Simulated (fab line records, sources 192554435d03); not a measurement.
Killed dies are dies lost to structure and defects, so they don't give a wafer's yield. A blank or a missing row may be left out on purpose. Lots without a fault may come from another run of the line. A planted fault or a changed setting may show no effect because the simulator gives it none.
fab line records | flow n5_finfet | part 1 of 2: steps 1 to 17 of 26
record lots=5 wafers=15 last_day=18
route steps=1938 shown BEOL_M0_SAQP@660
lots that met no fault: from a run of the same line without faults
start_h: hours from the record's first day to the start of the lot's first wafer shown | wait_h: hours since the lot's step before | " the same as in the row above | L1.1+2: a row that stands for several wafers | - no value, or no start given | * or withheld: withheld | < > ~ a bound
route shown NAME@n: a module of which the file shows steps, and the number in the route of the first | usual: mean/standard deviation of fault-free wafers | same: alike in all rows | chamber/n: place in a boat | sites: the reading at each site | _std_site: their standard deviation | _edge_site: outer sites' mean less inner sites' | radius_mm: how far each site lies from the wafer's centre | mask NAME#n: copy n | behind: the tool/chamber that last shaped the wafer | hold: why the lot was held/for how many hours/how that ended | device: the transistor (n, p or np) that didn't switch | end of line: the same wafers' tests at the end of the route | a step without rows: its recipe alone | killed: dies lost to structure and defects at the first sort, not the wafer's yield | map: a wafer's dies, x killed, . not, _ none there
set.NAME: the setting as run; set.NAME@STEP: as run at that earlier step | model.NAME: the simulator's own value behind a step, which no gauge read
lots at some steps of the route; a table a step, a row a wafer
services: from which hour (start_h, from the record's first day; less than 0 if before it) a tool's chamber was out of use, for how many hours, and why
## steps
# step N5_BEOL_M0_SAQP_STRIP_115
# recipe chemistry=post_etch_residue_remover time_s=60 temp_c=25 remover_ph=withheld remover_water_wt_pct=withheld remover_fluoride_wt_pct=withheld
# columns lot.wafer tool chamber start_h wait_h
L074.4+5+6 wet_bench-03 7,1,0 106.54 -
L075.2+3+4 wet_bench-01 7,4,5 113.54 -
L082.2+3+6 wet_bench-03 2,1,5 154.59 -
L085.2+3+5 wet_bench-03 4,5,3 175.83 -
L096.3+4+6 wet_bench-03 1,3,2 237.53 -
# step N5_BEOL_M0_SAQP_SRD_93
# recipe dry=ipa_marangoni time_s=30 temp_c=23 rinse_liquid=diw
# columns lot.wafer tool chamber start_h wait_h
L074.4+5+6 wet_bench-03 7,1,0 106.55 0.0
L075.2+3+4 wet_bench-01 7,4,5 113.56 0.0
L082.2+3+6 wet_bench-03 2,1,5 154.61 0.0
L085.2+3+5 wet_bench-03 4,5,3 175.85 0.0
L096.3+4+6 wet_bench-03 1,3,2 237.55 0.0
# step N5_BEOL_M0_SAQP_RECESS_114
# recipe chemistry=HF/NH3 target=SiO2 target_depth_a=144 afs_cycles=3 temp_c=30 sublimation_temp_c=180 sublimation_time_s=60
# usual drypump_motor_current_A=5.40/0.29
# columns lot.wafer tool chamber start_h wait_h drypump_motor_current_A
L074.4 vapor_etch-02 0 106.72 0.1 5.80
L074.5 " 0 " " 5.82
L074.6 " 1 " " 5.06
L075.2 vapor_etch-02 0 113.61 0.0 5.83
L075.3 " 0 " " 5.81
L075.4 " 1 " " 5.08
L082.2 vapor_etch-01 0 154.76 0.1 5.31
L082.3 " 1 " " 5.33
L082.6 " 0 " " 5.36
L085.2 vapor_etch-02 1 175.89 0.0 5.08
L085.3 " 0 " " 5.78
L085.5 " 1 " " 5.07
L096.3 vapor_etch-02 0 237.72 0.1 5.83
L096.4 " 1 " " 5.07
L096.6 " 1 " " 5.05
# step N5_BEOL_M0_SAQP_SPACER1_ALD_98
# recipe material=SiO2 target_thk_a=128 temp_c=300 ald_precursor_family=BDEAS ald_co_reactant=O2-plasma pulse_time_s=1 purge_time_s=2 co_reactant_purge_time_s=2 ald_cycles=138 pressure_torr=2
# usual heater_power_w=485/67 precursor_pulse_height_rel=1.001/0.019
# same ald_cycles=138
# columns lot.wafer tool chamber start_h wait_h heater_power_w precursor_pulse_height_rel
L074.4 ald_sin-02 3 107.51 0.7 539 1.008
L074.5 " 1 " " 411 0.998
L074.6 " 2 " " 434 0.999
L075.2 ald_sin-04 1 114.23 0.5 402 0.999
L075.3 " 0 " " 451 1.005
L075.4 " 3 " " 529 1.005
L082.2 ald_sin-02 0 155.58 0.7 474 0.999
L082.3 " 3 " " 554 0.978
L082.6 " 2 " " 415 1.026
L085.2 ald_sin-02 0 176.34 0.3 478 0.999
L085.3 " 1 " " 406 1.007
L085.5 " 0 " " 483 1.036
L096.3 ald_sin-02 3 237.98 0.1 550 0.990
L096.4 " 1 " " 399 1.007
L096.6 " 3 " " 531 1.040
# step N5_BEOL_M0_SAQP_SPACER1_ETCHBACK_99
# recipe chemistry=CHF3/O2 mode=anisotropic_etchback target=SiO2 target_depth_a=154 time_s=7.7 pressure_mtorr=30 source_w=650 bias_w=170 Ar_flow_sccm=200 CHF3_flow_sccm=50 O2_flow_sccm=5 ion_energy_ev=200
# usual CHF3_flow_sccm=50.01/0.14 drypump_motor_current_A=5.7/0.33 oes_product_au=0.79/0.083 rf_vpp_V=522/4.8 showerhead_plenum_p_Torr=2.40/0.11 throttle_valve_pct=18.96/0.24
# columns lot.wafer tool chamber start_h wait_h CHF3_flow_sccm drypump_motor_current_A oes_product_au rf_hours_counter_h rf_vpp_V showerhead_plenum_p_Torr throttle_valve_pct
L074.4 rie_diel-06 2 108.02 0.3 49.91 5.9 0.74 - 517 2.32 19.22
L074.5 " 0 " " 49.79 5.7 0.83 - 523 2.53 18.91
L074.6 " 1 " " 50.02 5.9 0.79 - 528 2.24 19.24
L075.2 rie_diel-05 2 114.71 0.3 50.00 6.0 0.72 187 523 2.49 18.65
L075.3 " 1 " " 49.94 5.2 0.93 7 514 2.37 18.81
L075.4 " 2 " " 50.22 6.0 0.72 - 522 2.49 18.67
L082.2 rie_diel-06 3 156.21 0.4 49.93 5.3 0.67 253 520 2.28 18.86
L082.3 " 2 " " 50.23 5.9 0.73 156 514 2.31 19.21
L082.6 " 1 " " 50.31 5.9 0.77 - 526 2.23 19.28
L085.2 rie_diel-02 0 176.95 0.4 49.83 5.4 0.70 237 521 2.47 18.89
L085.3 " 3 " " 49.86 5.5 0.75 158 530 2.40 18.96
L085.5 " 1 " " 49.89 6.4 0.79 - 527 2.53 19.23
L096.3 rie_diel-06 0 238.80 0.6 50.22 5.7 0.80 121 522 2.52 18.97
L096.4 " 2 " " 49.93 5.9 0.71 182 516 2.30 19.27
L096.6 " 0 " " 50.04 5.7 0.79 - 523 2.52 18.96
# step N5_BEOL_M0_SAQP_MANDREL1_REMOVE_100
# recipe chemistry=HBr/Cl2/O2 bt_time_s=10 target=a-Si stop_on=SiNx endpoint=OES-SiCl over_etch_frac=0.85 icp_w=600 bias_w=30 HBr_flow_sccm=150 Cl2_flow_sccm=80 O2_flow_sccm=5 pressure_mtorr=10
# usual drypump_motor_current_A=5.8/0.49 oes_product_au=0.995/0.012 throttle_valve_pct=36.47/0.27
# same bt_time_s=10
# columns lot.wafer tool chamber start_h wait_h drypump_motor_current_A oes_product_au rf_hours_counter_h throttle_valve_pct
L074.4 rie_si-05 3 108.08 0.0 6.1 0.992 108 36.28
L074.5 " 3 " " 6.1 0.981 - 36.27
L074.6 " 0 " " 6.0 0.996 - 36.38
L075.2 rie_si-02 2 114.80 0.1 6.0 0.990 4 36.95
L075.3 " 3 " " 6.4 0.994 119 36.38
L075.4 " 1 " " 6.2 0.984 154 36.34
L082.2 rie_si-05 1 156.29 0.1 5.7 0.998 88 36.22
L082.3 " 2 " " 4.9 1.000 154 36.25
L082.6 " 1 " " 5.7 1.005 - 36.20
L085.2 rie_si-02 2 177.04 0.1 6.0 0.996 5 36.96
L085.3 " 1 " " 6.3 0.975 155 36.34
L085.5 " 2 " " 6.0 0.991 - 36.96
L096.3 rie_si-05 0 238.89 0.1 6.0 1.015 1 36.58
L096.4 " 2 " " 4.9 1.002 155 36.26
L096.6 " 3 " " 6.1 0.992 - 36.27
# step N5_BEOL_M0_SAQP_CD_MEAS_25
# recipe target_cd_nm=13.1 landing_energy_ev=1000 detector=se_inlens
# usual cd_nm=12.79/0.2
# columns lot.wafer tool chamber start_h wait_h cd_nm
L074.4 cd_sem-03 0 108.19 0.1 12.69
L074.5 " 0 " " 12.81
L074.6 " 0 " " 12.30
L075.2 cd_sem-03 0 114.91 0.1 12.96
L075.3 " 0 " " 12.78
L075.4 " 0 " " 12.63
L082.2 cd_sem-02 0 156.41 0.1 12.80
L082.3 " 0 " " 12.73
L082.6 " 0 " " 12.63
L085.2 cd_sem-02 0 177.15 0.1 12.65
L085.3 " 0 " " 12.69
L085.5 " 0 " " 12.55
L096.3 cd_sem-03 0 239.00 0.1 12.98
L096.4 " 0 " " 12.65
L096.6 " 0 " " 12.66
# step N5_BEOL_M0_SAQP_ETCH_101
# recipe chemistry=CH3F/O2 target=SiNx mask_material=SiO2 target_depth_a=299 time_s=42.7 pressure_mtorr=30 source_w=395 bias_w=73 Ar_flow_sccm=150 CH3F_flow_sccm=30 O2_flow_sccm=20 ion_energy_ev=120
# usual drypump_motor_current_A=5.7/0.35 oes_product_au=0.79/0.087 rf_vpp_V=296.8/2.4 showerhead_plenum_p_Torr=2.00/0.082 throttle_valve_pct=16.38/0.22
# columns lot.wafer tool chamber start_h wait_h drypump_motor_current_A oes_product_au rf_hours_counter_h rf_vpp_V showerhead_plenum_p_Torr throttle_valve_pct
L074.4 rie_diel-05 2 108.27 0.1 6.0 0.72 - 296.7 2.07 16.18
L074.5 " 0 " " 6.1 0.75 - 297.9 2.01 16.36
L074.6 " 1 " " 5.2 0.95 - 291.9 1.97 16.23
L075.2 rie_diel-05 1 114.95 0.0 5.2 0.94 7 291.2 1.97 16.22
L075.3 " 2 " " 6.0 0.73 187 296.2 2.07 16.18
L075.4 " 0 " " 6.2 0.75 - 296.8 2.01 16.37
L082.2 rie_diel-02 0 156.58 0.2 5.4 0.71 231 297.1 2.06 16.42
L082.3 " 1 " " 6.3 0.79 93 298.3 2.10 16.64
L082.6 " 1 " " 6.3 0.80 - 298.7 2.10 16.64
L085.2 rie_diel-05 2 177.35 0.2 6.0 0.71 203 297.1 2.06 16.21
L085.3 " 1 " " 5.2 0.89 23 293.0 1.96 16.27
L085.5 " 3 " " 5.6 0.95 - 297.8 1.97 16.16
L096.3 rie_diel-06 3 239.07 0.1 5.3 0.93 17 301.0 2.13 15.96
L096.4 " 0 " " 5.8 0.79 121 295.1 2.09 16.43
L096.6 " 1 " " 5.9 0.75 - 298.4 1.84 16.79
# step N5_BEOL_M0_SAQP_ETCH_102
# recipe chemistry=CF4 target=SiO2 target_depth_a=40 ion_energy_ev=350 time_s=4.4 pressure_mtorr=10 icp_w=800 bias_w=400 cf4_flow_sccm=80
# usual drypump_motor_current_A=5.8/0.48 oes_product_au=0.995/0.013 throttle_valve_pct=21.63/0.25
# columns lot.wafer tool chamber start_h wait_h drypump_motor_current_A oes_product_au rf_hours_counter_h throttle_valve_pct
L074.4 rie_si-02 2 108.33 0.0 6.0 1.004 4 21.87
L074.5 " 1 " " 6.2 0.974 - 21.53
L074.6 " 0 " " 4.9 0.972 - 21.80
L075.2 rie_si-05 3 115.05 0.1 6.1 1.006 108 21.43
L075.3 " 2 " " 4.8 0.989 153 21.39
L075.4 " 0 " " 6.0 0.999 193 21.58
L082.2 rie_si-04 2 156.68 0.1 6.1 1.008 79 21.74
L082.3 " 1 " " 6.1 1.002 5 21.43
L082.6 " 2 " " 6.1 1.001 - 21.75
L085.2 rie_si-05 1 177.45 0.1 5.8 0.997 89 21.34
L085.3 " 2 " " 4.9 0.996 154 21.38
L085.5 " 2 " " 4.9 0.993 - 21.40
L096.3 rie_si-02 3 239.18 0.1 6.3 1.007 122 21.55
L096.4 " 2 " " 6.0 0.991 6 21.89
L096.6 " 1 " " 6.2 0.975 - 21.54
# step N5_BEOL_M0_SAQP_MANDREL_ETCH_103
# recipe chemistry=HBr/Cl2 target=a-Si target_depth_a=450 bt_time_s=10 stop_on=SiCN mask_material=SiO2 over_etch_frac=0.8 time_s=27 pressure_mtorr=10 icp_w=800 bias_w=75 HBr_flow_sccm=150 Cl2_flow_sccm=80 ends=end_point
# usual drypump_motor_current_A=5.8/0.47 oes_product_au=0.678/0.01 throttle_valve_pct=35.23/0.27
# same bt_time_s=10
# columns lot.wafer tool chamber start_h wait_h drypump_motor_current_A oes_product_au rf_hours_counter_h throttle_valve_pct
L074.4 rie_si-02 2 108.36 0.0 6.0 0.685 4 35.66
L074.5 " 1 " " 6.2 0.670 - 35.05
L074.6 " 0 " " 4.9 0.664 - 35.31
L075.2 rie_si-05 3 115.09 0.0 6.1 0.671 108 35.01
L075.3 " 2 " " 4.9 0.680 153 35.00
L075.4 " 0 " " 6.0 0.690 193 35.11
L082.2 rie_si-04 2 156.72 0.0 6.0 0.695 79 35.21
L082.3 " 1 " " 6.1 0.678 5 35.12
L082.6 " 2 " " 6.0 0.694 - 35.20
L085.2 rie_si-05 1 177.49 0.0 5.7 0.682 89 34.94
L085.3 " 2 " " 4.9 0.688 154 34.97
L085.5 " 2 " " 4.9 0.686 - 34.97
L096.3 rie_si-02 3 239.21 0.0 6.3 0.680 122 35.11
L096.4 " 2 " " 6.0 0.680 6 35.65
L096.6 " 1 " " 6.2 0.674 - 35.06
# step N5_BEOL_M0_SAQP_RECESS_104
# recipe chemistry=HF/NH3 target=SiO2 target_depth_a=180 afs_cycles=3 temp_c=30 sublimation_temp_c=180 sublimation_time_s=60
# usual drypump_motor_current_A=5.39/0.25
# columns lot.wafer tool chamber start_h wait_h drypump_motor_current_A
L074.4 vapor_etch-01 0 109.91 1.5 5.39
L074.5 " 0 " " 5.38
L074.6 " 1 " " 5.35
L075.2 vapor_etch-01 0 115.17 0.1 5.34
L075.3 " 1 " " 5.32
L075.4 " 0 " " 5.37
L082.2 vapor_etch-01 1 156.80 0.1 5.35
L082.3 " 1 " " 5.35
L082.6 " 0 " " 5.36
L085.2 vapor_etch-01 1 177.57 0.1 5.33
L085.3 " 1 " " 5.34
L085.5 " 1 " " 5.33
L096.3 vapor_etch-02 1 239.41 0.2 5.07
L096.4 " 0 " " 5.81
L096.6 " 1 " " 5.06
# step N5_BEOL_M0_SAQP_COAT_105
# recipe resist=SOC temp_c=250 time_s=60 spin_rpm=1500 resist_thk_nm=100
# usual resist_line_temp_C=23.01/0.1
# columns lot.wafer tool chamber start_h wait_h resist_line_temp_C
L074.4 litho_track-04 0 110.19 0.2 23.05
L074.5 " 0 " " 23.04
L074.6 " 0 " " 23.01
L075.2 litho_track-04 0 115.55 0.3 22.96
L075.3 " 0 " " 22.88
L075.4 " 0 " " 22.85
L082.2 litho_track-04 0 157.19 0.3 22.98
L082.3 " 0 " " 22.98
L082.6 " 0 " " 22.99
L085.2 litho_track-02 0 177.95 0.3 23.01
L085.3 " 0 " " 23.00
L085.5 " 0 " " 23.06
L096.3 litho_track-05 0 239.68 0.2 22.90
L096.4 " 0 " " 22.96
L096.6 " 0 " " 22.84
# step N5_BEOL_M0_SAQP_ETCH_106
# recipe chemistry=N2/H2 target=SOC target_depth_a=1500 stop_on=SiNx ion_energy_ev=100 bias_w=61 pressure_mtorr=30 source_w=850 n2_flow_sccm=200 h2_flow_sccm=200
# usual drypump_motor_current_A=5.7/0.34 oes_product_au=0.77/0.072 rf_vpp_V=240.5/1.5 showerhead_plenum_p_Torr=2.53/0.1 throttle_valve_pct=17.86/0.24
# columns lot.wafer tool chamber start_h wait_h drypump_motor_current_A oes_product_au rf_hours_counter_h rf_vpp_V showerhead_plenum_p_Torr throttle_valve_pct
L074.4 rie_diel-02 3 110.24 - 5.5 0.76 138 239.7 2.55 17.89
L074.5 " 0 " " 5.4 0.72 - 240.4 2.61 17.80
L074.6 " 3 " " 5.5 0.77 - 239.9 2.55 17.89
L075.2 rie_diel-05 1 115.61 - 5.2 0.93 7 240.2 2.49 17.67
L075.3 " 2 " " 6.0 0.72 187 242.6 2.63 17.52
L075.4 " 0 " " 6.1 0.74 - 240.7 2.54 17.81
L082.2 rie_diel-06 3 157.25 - 5.3 0.68 254 237.8 2.39 17.72
L082.3 " 2 " " 5.9 0.73 156 239.0 2.44 18.18
L082.6 " 3 " " 5.3 0.68 - 238.3 2.39 17.72
L085.2 rie_diel-05 2 178.13 - 6.0 0.71 203 241.9 2.63 17.55
L085.3 " 1 " " 5.2 0.88 23 240.2 2.49 17.71
L085.5 " 2 " " 6.0 0.71 - 241.8 2.63 17.55
L096.3 rie_diel-02 3 239.79 - 5.5 0.73 - 241.0 2.53 17.97
L096.4 " 2 " " 5.5 0.76 - 241.1 2.45 17.65
L096.6 " 2 " " 5.5 0.76 - 240.8 2.45 17.66
# step N5_BEOL_M0_SAQP_ETCH_107
# recipe chemistry=CH3F/O2 target=SiNx target_depth_a=300 mask_material=SOC pressure_mtorr=30 source_w=395 bias_w=73 Ar_flow_sccm=150 CH3F_flow_sccm=30 O2_flow_sccm=20 ion_energy_ev=120
# usual drypump_motor_current_A=5.7/0.34 oes_product_au=0.78/0.075 rf_vpp_V=297.0/2.5 showerhead_plenum_p_Torr=1.99/0.079 throttle_valve_pct=16.42/0.21
# columns lot.wafer tool chamber start_h wait_h drypump_motor_current_A oes_product_au rf_hours_counter_h rf_vpp_V showerhead_plenum_p_Torr throttle_valve_pct
L074.4 rie_diel-02 3 110.30 0.0 5.5 0.77 138 300.3 2.00 16.40
L074.5 " 0 " " 5.4 0.71 - 297.6 2.06 16.38
L074.6 " 3 " " 5.5 0.76 - 300.9 2.00 16.42
L075.2 rie_diel-05 1 115.67 0.0 5.2 0.94 7 292.6 1.97 16.22
L075.3 " 2 " " 6.0 0.73 187 296.6 2.07 16.17
L075.4 " 0 " " 6.2 0.74 - 297.2 2.01 16.36
L082.2 rie_diel-06 3 157.31 0.0 5.3 0.67 254 294.2 1.89 16.37
L082.3 " 2 " " 5.9 0.73 156 290.4 1.92 16.68
L082.6 " 3 " " 5.3 0.67 - 295.4 1.89 16.38
L085.2 rie_diel-05 2 178.19 0.0 6.1 0.71 203 296.7 2.06 16.21
L085.3 " 1 " " 5.2 0.88 23 293.6 1.96 16.25
L085.5 " 2 " " 6.0 0.71 - 297.0 2.06 16.21
L096.3 rie_diel-02 3 239.87 0.1 5.5 0.73 - 299.4 1.98 16.50
L096.4 " 2 " " 5.5 0.76 - 297.0 1.93 16.30
L096.6 " 2 " " 5.5 0.76 - 296.2 1.93 16.31
# step N5_BEOL_M0_SAQP_STRIP_108
# recipe chemistry=N2/H2 power_w=500 temp_c=40 pressure_mtorr=50 rf_frequency_hz=6e+07 overash_fraction=0.3 bias_power_w=28 h2_frac=0.5 n2_flow_sccm=300 h2_flow_sccm=300
# usual drypump_motor_current_A=5.7/0.35 oes_product_au=0.78/0.076 rf_vpp_V=121.9/0.99 showerhead_plenum_p_Torr=3.34/0.13 throttle_valve_pct=18.9/0.32
# columns lot.wafer tool chamber start_h wait_h drypump_motor_current_A oes_product_au rf_hours_counter_h rf_vpp_V showerhead_plenum_p_Torr throttle_valve_pct
L074.4 rie_diel-02 3 110.34 0.0 5.5 0.77 138 120.6 3.36 19.0
L074.5 " 0 " " 5.4 0.72 - 121.6 3.45 19.0
L074.6 " 3 " " 5.5 0.77 - 122.3 3.36 19.0
L075.2 rie_diel-05 1 115.71 0.0 5.2 0.94 7 120.5 3.30 18.7
L075.3 " 2 " " 6.0 0.72 187 121.7 3.47 18.3
L075.4 " 0 " " 6.2 0.75 - 123.4 3.36 19.1
L082.2 rie_diel-06 3 157.35 0.0 5.3 0.68 254 120.5 3.16 18.7
L082.3 " 2 " " 5.9 0.74 157 121.3 3.23 19.4
L082.6 " 3 " " 5.3 0.68 - 120.5 3.16 18.7
L085.2 rie_diel-05 2 178.23 0.0 6.1 0.71 203 122.1 3.46 18.3
L085.3 " 1 " " 5.2 0.90 24 120.5 3.29 18.7
L085.5 " 2 " " 6.1 0.71 - 122.0 3.46 18.3
L096.3 rie_diel-02 3 239.93 0.0 5.5 0.73 - 122.4 3.34 19.0
L096.4 " 2 " " 5.5 0.77 - 120.8 3.24 18.5
L096.6 " 2 " " 5.5 0.76 - 122.2 3.24 18.5
# step N5_BEOL_M0_SAQP_RECESS_109
# recipe chemistry=HF/NH3 target=SiO2 target_depth_a=30 afs_cycles=1 temp_c=30 sublimation_temp_c=180 sublimation_time_s=60
# usual drypump_motor_current_A=5.4/0.31
# columns lot.wafer tool chamber start_h wait_h drypump_motor_current_A
L074.4 vapor_etch-01 1 110.44 0.1 5.3
L074.5 " 1 " " 5.3
L074.6 " 0 " " 5.4
L075.2 vapor_etch-01 0 115.77 0.0 5.3
L075.3 " 0 " " 5.3
L075.4 " 1 " " 5.4
L082.2 vapor_etch-01 0 157.41 0.0 5.4
L082.3 " 1 " " 5.3
L082.6 " 1 " " 5.4
L085.2 vapor_etch-02 1 178.29 0.0 5.1
L085.3 " 1 " " 5.1
L085.5 " 0 " " 5.8
L096.3 vapor_etch-01 1 240.05 0.1 5.3
L096.4 " 0 " " 5.3
L096.6 " 1 " " 5.4
# step N5_BEOL_M0_SAQP_SPACER2_ALD_26
# recipe material=SiO2 target_thk_a=150 temp_c=300 ald_precursor_family=BDEAS ald_co_reactant=O2-plasma pulse_time_s=1 purge_time_s=2 co_reactant_purge_time_s=2 pressure_torr=2
# usual heater_power_w=487/68 precursor_pulse_height_rel=0.998/0.018
# columns lot.wafer tool chamber start_h wait_h heater_power_w precursor_pulse_height_rel
L074.4 ald_sin-02 0 110.65 0.2 476 1.031
L074.5 " 0 " " 468 1.019
L074.6 " 1 " " 410 0.973
L075.2 ald_sin-04 3 115.93 0.1 535 0.994
L075.3 " 2 " " 552 1.033
L075.4 " 0 " " 452 0.985
L082.2 ald_sin-04 0 157.55 0.1 471 0.987
L082.3 " 3 " " 548 1.004
L082.6 " 1 " " 400 0.976
L085.2 ald_sin-04 0 178.83 0.5 463 0.991
L085.3 " 2 " " 571 0.971
L085.5 " 3 " " 541 1.030
L096.3 ald_sin-04 2 240.18 0.1 537 1.015
L096.4 " 1 " " 404 1.025
L096.6 " 2 " " 564 1.012
